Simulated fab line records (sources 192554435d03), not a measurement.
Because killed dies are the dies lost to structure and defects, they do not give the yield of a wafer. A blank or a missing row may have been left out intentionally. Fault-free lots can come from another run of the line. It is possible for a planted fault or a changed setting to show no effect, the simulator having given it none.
Comparing a struck lot with a sound one | flow n5Finfet | 15 out of 1938 route steps
Sound: wafers L803.2, L803.4, L803.6. Struck: wafers L802.1, L802.2. (L802.3 of the same lot was not struck and is left out.) The cause comes at the end.
For every step that has rows: the tool of each side, followed by ch and its chambers, followed by its first start. Under that, the readings that differ: sound wafers | struck wafers | difference of the means | sigmas: that difference in standard deviations of wafers without a fault.
alike: readings whose means differ by less than 2 such deviations, and words and numbers that are the same on both sides. not compared: withheld readings, readings that some wafer has no value for, bounds like >300 that may hide the same value, and numbers for which the record gives no deviation and whose values overlap.
The two part at a step that has a row with sigmas, a row that says differs or no value, or rows on one side only. Numbers that have no deviation but don't overlap get no sigmas and don't part them. Lack of a reading on every wafer of one side parts them only where that side has two or more wafers.

first, 2 steps without rows for these wafers: N5_FIN_SAQP_HM_OPEN_73 (chemistry CHF3/O2, target SiO2, stops on a-Si, target depth 12 nm, time 16.8 s); N5_FIN_SAQP_STRIP_74 (strips in CHF3/O2).
N5_FIN_SAQP_MANDREL_ETCH_22: etches a-Si in HBr/Cl2, stops on SiNx, target depth 60 nm, bt time 10 s, time 30 s.
  sound on rieSi-01 ch 1,2, day 5 22:07; struck on rieSi-01 ch 1,3, day 5 16:24
  alike: chamberPressureMTorr, drypumpMotorCurrentA, oesProductAu, throttleValvePct
  not compared: rfHoursCounterH
N5_FIN_SAQP_STRIP_55: strips in N2/H2.
  sound on rieDiel-06 ch 1,2,3, day 5 22:13; struck on rieDiel-05 ch 1,3, day 5 16:32
  alike: chamberPressureMTorr, drypumpMotorCurrentA, oesProductAu, rfVppV, showerheadPlenumPTorr, throttleValvePct
  not compared: rfHoursCounterH
then, 2 steps without rows for these wafers: N5_FIN_SAQP_STRIP_23 (strips in SPM, time 750 s); N5_FIN_SAQP_SRD_66 (time 30 s).
N5_FIN_SAQP_RECESS_75: chemistry HF/NH3, target SiO2, target depth 14.4 nm, afs cycles 3, sublimation time 60 s.
  sound on vaporEtch-01 ch 0,1, day 5 22:32; struck on vaporEtch-02 ch 0,1, day 5 16:51
  alike: drypumpMotorCurrentA
then, 1 step without rows for these wafers: N5_FIN_SAQP_SPACER1_ALD_24 (deposits SiO2, target thk 20.3 nm, pulse time 1 s, purge time 2 s).
N5_FIN_SAQP_SPACER1_ETCHBACK_25: etches SiO2 in CHF3/O2, target depth 24.4 nm, time 12.2 s.
  sound on rieDiel-06 ch 0,1,3, day 6 00:22; struck on rieDiel-01 ch 1,3, day 5 18:01
  alike: chamberPressureMTorr, drypumpMotorCurrentA, oes_ar_750_au, oesProductAu, rfVppV, showerheadPlenumPTorr, throttleValvePct
  not compared: rfHoursCounterH
then, 1 step without rows for these wafers: N5_FIN_SAQP_MANDREL1_REMOVE_56 (chemistry HBr/Cl2/O2, target a-Si, stops on SiNx, bt time 10 s).
N5_FIN_SAQP_CD_MEAS_27: target cd 20 nm.
  sound on cdSem-01 ch 0, day 6 00:34; struck on cdSem-02 ch 0, day 5 18:12
  alike: cdNm
N5_FIN_SAQP_ETCH_57: etches SiNx in CH3F/O2, target depth 32.5 nm, time 46.4 s.
  sound on rieDiel-01 ch 0,3, day 6 00:39; struck on rieDiel-06 ch 0,3, day 5 18:16
  alike: chamberPressureMTorr, drypumpMotorCurrentA, etchRfOnTimeS, oes_ar_750_au, oesProductAu, rfVppV, showerheadPlenumPTorr, throttleValvePct
  not compared: rfHoursCounterH
N5_FIN_SAQP_ETCH_65: etches SiO2 in CF4, target depth 4 nm, time 4.4 s.
  sound on rieSi-04 ch 0,3, day 6 00:45; struck on rieSi-01 ch 1,2, day 5 18:22
reading                 | sound             | struck      | difference | sigmas
throttleValvePct (%)    | 21.86 21.32 21.30 | 22.12 21.81 | +0.47      | +2
model.etch.depthNm (nm) | 4.123 3.987 3.984 | 3.667 3.723 | -0.336     | 
  alike: chamberPressureMTorr, drypumpMotorCurrentA, oesProductAu
  not compared: rfHoursCounterH
then, 1 step without rows for these wafers: N5_FIN_SAQP_MANDREL_ETCH_58 (etches a-Si in HBr/Cl2, stops on SiNx, target depth 45 nm, bt time 10 s, time 27 s).
-- here the record skips 6 days between the struck wafers' starts before and after, leaving off in module FIN_SAQP and picking up in module BEOL_M4 (first step shown: number 1111 of the route) --
N5_BEOL_M4_RC_MEAS_101:
  sound on prober-01 ch 0, day 12 12:07; struck on prober-02 ch 0, day 12 00:22
  alike: DIBL_N, DIBL_P, IOFF_N, IOFF_P, ION_N, ION_P, SS_N, SS_P, VT_N, VT_P

WHERE THEY PART
At N5_FIN_SAQP_ETCH_65 and nowhere else, as far as this record goes. Later steps at which nothing parts them and some readings are alike: N5_BEOL_M4_RC_MEAS_101.

WHY: the cause the simulator had injected
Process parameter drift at N5_FIN_SAQP_ETCH_65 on rieSi-01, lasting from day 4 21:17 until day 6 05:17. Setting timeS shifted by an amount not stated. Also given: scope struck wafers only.
